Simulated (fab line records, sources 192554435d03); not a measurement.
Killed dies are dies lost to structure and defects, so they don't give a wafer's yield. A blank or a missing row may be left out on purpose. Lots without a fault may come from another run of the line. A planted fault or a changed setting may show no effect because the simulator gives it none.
Chamber matching | flow n5_finfet | N5_BEOL_M11_ALD_74 on ald_metal-02: 4 sister chambers
The step deposits TaN, target thk 2 nm, pulse time 2 s, purge time 3 s. 22 wafers are shown with their chamber, then 11 later ones without.

WAFERS WITH THEIR CHAMBER
wafer  | chamber | heater_power_w (W) | susceptor_temp_C (C) | precursor_vessel_carrier_sccm (sccm)
L074.2 | 0       | 465                | 274.98               | 1003
L074.4 | 1       | 428                | 275.20               | 996
L074.5 | 2       | 403                | 275.01               | 1000
L075.1 | 1       | 440                | 274.83               | 1005
L075.4 | 2       | 404                | 274.96               | 1000
L075.6 | 2       | 405                | 274.84               | 999
L079.1 | 1       | 438                | 275.19               | 1000
L079.2 | 3       | 354                | 274.99               | 999
L079.3 | 2       | 396                | 275.17               | 998
L077.1 | 2       | 399                | 274.89               | 999
L077.4 | 0       | 459                | 274.73               | 1000
L077.6 | 3       | 365                | 274.90               | 1000
L080.3 | 1       | 433                | 275.33               | 1006
L080.4 | 2       | 408                | 274.79               | 1003
L080.5 | 2       | 406                | 274.79               | 1002
L082.1 | 2       | 407                | 275.16               | 998
L082.5 | 0       | 453                | 274.92               | 1001
L082.6 | 1       | 442                | 274.99               | 1002
L085.1 | 1       | 433                | 275.07               | 997
L085.3 | 2       | 404                | 275.13               | 998
L085.4 | 1       | 439                | 275.19               | 1000
L088.1 | 2       | 400                | 274.76               | 995

SIGNATURES (means of the wafers above)
reading                       | chamber 0 | chamber 1 | chamber 2 | chamber 3 | scatter within a chamber
heater_power_w                | 459.00    | 436.14    | 403.20    | 359.50    | 4.77
susceptor_temp_C              | 274.8767  | 275.1143  | 274.9500  | 274.9450  | 0.155
precursor_vessel_carrier_sccm | 1001.33   | 1000.86   | 999.20    | 999.50    | 2.74
Rule: a wafer's distance from a chamber is the root of the sum, over the readings, of the square of ((its reading less the chamber's mean) divided by the reading's scatter). The wafer belongs to the nearest chamber; if the next one is less than 2 further off, it can't be placed. The scatter: the root of (the sum of the squares of (reading less its chamber's mean) over the shown wafers, divided by (wafers less chambers)).

WAFERS WITHOUT THEIR CHAMBER
wafer  | heater_power_w (W) | susceptor_temp_C (C) | precursor_vessel_carrier_sccm (sccm)
L088.2 | 452                | 275.05               | 1003
L088.5 | 451                | 274.57               | 997
L087.3 | 368                | 275.26               | 997
L087.4 | 444                | 275.12               | 992
L087.5 | 365                | 275.03               | 996
L091.1 | 459                | 274.99               | 997
L091.3 | 434                | 274.60               | 1002
L091.6 | 371                | 275.19               | 998
L092.1 | 398                | 274.43               | 995
L092.4 | 439                | 275.41               | 1006
L092.6 | 441                | 275.18               | 999

WHICH CHAMBER EACH WENT THROUGH
wafer  | from the rows above     | in truth
L088.2 | can't be placed: 0 or 1 | 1
L088.5 | can't be placed: 0 or 1 | 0
L087.3 | 3                       | 3
L087.4 | can't be placed: 1 or 0 | 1
L087.5 | 3                       | 3
L091.1 | 0                       | 0
L091.3 | 1                       | 1
L091.6 | 3                       | 3
L092.1 | 2                       | 2
L092.4 | 1                       | 1
L092.6 | 1                       | 1
Placed correctly: 8 of 11. Can't be placed from these rows: 3 (the true chamber is among the candidates in 3). Placed wrongly: 0.
